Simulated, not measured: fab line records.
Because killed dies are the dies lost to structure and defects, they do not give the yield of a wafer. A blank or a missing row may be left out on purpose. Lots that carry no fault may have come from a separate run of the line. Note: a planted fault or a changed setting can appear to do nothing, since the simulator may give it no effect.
Split-lot trial -- flow n5_finfet -- 7 lots, 39 wafers read, on a route of 1938 steps

THE SPLIT
At N5_BEOL_M3_CVD_47 (deposits Co from CCTBA/H2, target thk 3 nm, time 223.8 s), the setting target_thk_a was moved away from the recipe's 30 angstrom on 15 of the 39 wafers read, by -35.5% to +47.0%. The other wafers ran this setting at the recipe's value.

Reading taken at the split's own step.

THE READING
Co_of_BEOL_M3_CVD_47.thk_nm (the simulator's own value, which no gauge read), in nm, at N5_BEOL_M3_CVD_47 (deposits Co from CCTBA/H2, target thk 3 nm, time 223.8 s). The file gives no usual value for it. The 24 wafers here that ran the recipe average 2.9 nm, standard deviation 0.15 nm.

wafer,"tool, chamber at the split","target_thk_a as run, angstrom",against the recipe,"Co_of_BEOL_M3_CVD_47.thk_nm, nm",against lot-mates on the recipe
L077.1,"cvd_co-01, 0,2,0",30,recipe,3,-
L077.4,"cvd_co-01, 0,2,0",30,recipe,3,-
L077.5,"cvd_co-01, 0,2,0",30,recipe,3,-
L077.2,"cvd_co-01, 2",44.09,+47.0%,4.4,+1.4
L077.3,"cvd_co-01, 1",44.09,+47.0%,4.2,+1.2
L077.6,"cvd_co-01, 1",44.09,+47.0%,4,+1.0
L080.1,"cvd_co-01, 2",24.09,-19.7%,2.6,-0.3
L080.2,"cvd_co-01, 0,2",30,recipe,3,-
L080.5,"cvd_co-01, 0,2",30,recipe,3,-
L080.3,"cvd_co-01, 1",24.09,-19.7%,2.2,-0.7
L080.4,"cvd_co-01, 1",30,recipe,2.8,-
L080.6,"cvd_co-01, 0",24.09,-19.7%,2.4,-0.5
L081.1,"cvd_co-01, 0,1,2,0",30,recipe,3,-
L081.2,"cvd_co-01, 0,1,2,0",30,recipe,3,-
L081.3,"cvd_co-01, 0,1,2,0",30,recipe,3,-
L081.4,"cvd_co-01, 0,1,2,0",30,recipe,3,-
L081.5,"cvd_co-01, 2",30,recipe,3.2,-
L081.6,"cvd_co-01, 1",30,recipe,2.8,-
L088.1,"cvd_co-01, 0,1",35.19,+17.3%,3.4,+0.6
L088.6,"cvd_co-01, 0,1",35.19,+17.3%,3.4,+0.6
L088.2,"cvd_co-01, 2,1,0",30,recipe,2.8,-
L088.3,"cvd_co-01, 2,1,0",30,recipe,2.8,-
L088.4,"cvd_co-01, 2,1,0",30,recipe,2.8,-
L088.5,"cvd_co-01, 2",35.19,+17.3%,3.6,+0.8
L094.1,"cvd_co-02, 0",30,recipe,3,-
L094.3,"cvd_co-02, 0",30,recipe,3,-
L094.6,"cvd_co-02, 0",30,recipe,3.2,-
L093.1,"cvd_co-02, 0,0,1",30,recipe,3,-
L093.5,"cvd_co-02, 0,0,1",30,recipe,3,-
L093.6,"cvd_co-02, 0,0,1",30,recipe,3,-
L093.2,"cvd_co-02, 1",23.54,-21.5%,2.2,-0.8
L093.3,"cvd_co-02, 1,0",23.54,-21.5%,2.4,-0.6
L093.4,"cvd_co-02, 1,0",23.54,-21.5%,2.4,-0.6
L096.1,"cvd_co-01, 1",30,recipe,2.6,-
L096.6,"cvd_co-01, 1",30,recipe,2.6,-
L096.2,"cvd_co-01, 2,0,2",19.36,-35.5%,2,-0.7
L096.3,"cvd_co-01, 2,0,2",19.36,-35.5%,2,-0.7
L096.4,"cvd_co-01, 2,0,2",19.36,-35.5%,2,-0.7
L096.5,"cvd_co-01, 0",30,recipe,2.8,-
If several chambers appear in one row, that row covers several wafers at once and the file leaves open which wafer was in which chamber.

FIT RESULTS
A straight line over all 39 wafers: Co_of_BEOL_M3_CVD_47.thk_nm changes by +0.0272 nm for each +1% of target_thk_a; r = +0.96; the points scatter about the line by 0.14 nm.
The same after taking each lot's own level away (the mean of its wafers on the recipe; 39 wafers): +0.0253 nm for each +1%; r = +0.96; scatter 0.14 nm.
The reading moves by 1.2 nm for the largest change in target_thk_a, on that fit.
Measured against the standard deviation above, the lots' own levels, which go from 2.67 to 3.07 nm, span 2.7 times it.
The two slopes are in agreement: the lot-to-lot level therefore moves the slope only a little.
Check: +1.17 nm against its lot-mates is what the line predicts for one of the wafers moved furthest among these (+47.0%) when that wafer is left out of the fit. It came out at +1.4 nm against them.

FURTHER SPLITS ON THESE WAFERS
These wafers also went through other splits before the reading. Each is held against what the fit with the lots' levels taken away leaves over:
other split on the same wafers,wafers away from the commonest value,r with Co_of_BEOL_M3_CVD_47.thk_nm (lot level and that fit taken away)
N5_ZERO_LAYER_PECVD_02 time_s,15,-0.32
N5_FIN_SAQP_SPACER2_ALD_28 target_thk_a,6,+0.22
N5_BEOL_M0_SAQP_ETCH_106 target_depth_a,12,-0.10

THE FILE'S OWN FIT
Co_of_BEOL_M3_CVD_47.thk_nm changes by +0.0252 nm for each +1% of target_thk_a, r = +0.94.
